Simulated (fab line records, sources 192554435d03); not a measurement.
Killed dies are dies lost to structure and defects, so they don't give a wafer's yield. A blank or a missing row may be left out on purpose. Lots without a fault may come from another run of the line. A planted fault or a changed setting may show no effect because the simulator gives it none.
Split-lot experiment | flow n5_finfet | 7 lots, 21 wafers read, on a route of 1938 steps

THE SPLIT
At N5_BEOL_M1_TRENCH_ETCH_37 (etches SiOC in C4F6/O2, target depth 55.207 nm, time 29 s), the setting time_s was moved away from the recipe's 29 s on 8 of the 21 wafers read, by -22.2% to +21.9%. The other wafers ran this setting at the recipe's value.

FROM THE SPLIT TO THE READING: what the file shows between them, 2 steps
- N5_BEOL_M1_ETCH_41: etches SiCN in CH3F/O2, target depth 31.9 nm, time 57.8 s
- N5_BEOL_M1_STRIP_97: strips in N2/H2, time 10 s

THE READING
trench_depth_nm, in nm, at N5_BEOL_M1_OCD_MEAS_38. Fault-free wafers of this fab line usually give 54.6 nm, standard deviation 1.1 nm.

wafer  | tool, chamber at the split | time_s as run, s | against the recipe | trench_depth_nm, nm | against lot-mates on the recipe
L075.1 | rie_diel-02, 2             | 31.54            | +8.8%              | 59.6                | +5.5
L075.3 | rie_diel-02, 1             | 29               | recipe             | 54.1                | -
L075.6 | rie_diel-02, 1             | 31.54            | +8.8%              | 58.5                | +4.4
L076.1 | rie_diel-02, 2             | 29               | recipe             | 53.7                | -
L076.2 | rie_diel-02, 1             | 29               | recipe             | 53.8                | -
L076.6 | rie_diel-02, 1             | 35.36            | +21.9%             | 65.4                | +11.7
L085.4 | rie_diel-04, 0             | 29               | recipe             | 52.6                | -
L085.5 | rie_diel-04, 3             | 34.7             | +19.7%             | 66.3                | +13.7
L085.6 | rie_diel-04, 1             | 34.7             | +19.7%             | 65.3                | +12.7
L091.4 | rie_diel-04, 0             | 29               | recipe             | 52.3                | -
L091.5 | rie_diel-04, 0             | 31.2             | +7.6%              | 56.4                | +4.1
L091.6 | rie_diel-04, 3             | 31.2             | +7.6%              | 59.8                | +7.5
L094.1 | rie_diel-02, 2             | 29               | recipe             | 55.0                | -
L094.2 | rie_diel-02, 3             | 22.56            | -22.2%             | 43.6                | -11.0
L094.3 | rie_diel-02, 0             | 29               | recipe             | 54.2                | -
L095.2 | rie_diel-04, 0             | 29               | recipe             | 53.7                | -
L095.3 | rie_diel-04, 2             | 29               | recipe             | 55.5                | -
L095.6 | rie_diel-04, 3             | 29               | recipe             | 56.1                | -
L097.1 | rie_diel-05, 3             | 29               | recipe             | 55.9                | -
L097.3 | rie_diel-05, 1             | 29               | recipe             | 55.9                | -
L097.4 | rie_diel-05, 0             | 29               | recipe             | 54.6                | -

THE FIT
A straight line over all 21 wafers: trench_depth_nm changes by +0.526 nm for each +1% of time_s; r = +0.97; the points scatter about the line by 1.2 nm.
The same after taking each lot's own level away (the mean of its wafers on the recipe; 21 wafers): +0.58 nm for each +1%; r = +0.98; scatter 1.1 nm.
On that fit, the largest move of time_s shifts the reading by 13 nm.
The lots' own levels span 52.30 to 55.47 nm, that is 2.9 times the standard deviation above.
So the lot-to-lot level changes the slope little: the two slopes agree.
Check: with one of the wafers moved furthest among these (-22.2%) left out of the fit, the line predicts -13.7 nm for it against its lot-mates. It came out at -11 nm against them.

OTHER SPLITS ON THESE WAFERS
These wafers also went through other splits before the reading. Each is held against what the fit with the lots' levels taken away leaves over:
other split on the same wafers   | wafers away from the commonest value | r with trench_depth_nm (lot level and that fit taken away)
N5_BEOL_M0_SAQP_PECVD_97 time_s  | 4                                    | -0.18
N5_BEOL_M0_SAQP_COAT_72 spin_rpm | 8                                    | +0.17
N5_BEOL_M1_COAT_61 spin_rpm      | 7                                    | +0.30
N5_BEOL_M1_COAT_73 temp_c        | 9                                    | -0.14

THE WHOLE CHAIN: every reading that the file lists as answering this split, in the file's order
step                      | what it does                                              | reading                                                                          | change (the file's fit)                | r (the file's)
N5_BEOL_M1_TRENCH_ETCH_37 | etches SiOC in C4F6/O2, target depth 55.207 nm, time 29 s | BEOL_M1.feature_depth_nm (the simulator's own value, which no gauge read)        | +0.552 nm for each +1% of the setting  | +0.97
N5_BEOL_M1_TRENCH_ETCH_37 | etches SiOC in C4F6/O2, target depth 55.207 nm, time 29 s | etch.depth_nm (the simulator's own value, which no gauge read)                   | +0.553 nm for each +1% of the setting  | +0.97
N5_BEOL_M1_TRENCH_ETCH_37 | etches SiOC in C4F6/O2, target depth 55.207 nm, time 29 s | TiN_of_BEOL_M1_HM_DEP_02.thk_nm (the simulator's own value, which no gauge read) | -0.0263 nm for each +1% of the setting | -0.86
N5_BEOL_M1_OCD_MEAS_38    |                                                           | trench_depth_nm                                                                  | +0.567 nm for each +1% of the setting  | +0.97

THE FILE'S OWN FIT
trench_depth_nm changes by +0.567 nm for each +1% of time_s, r = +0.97.
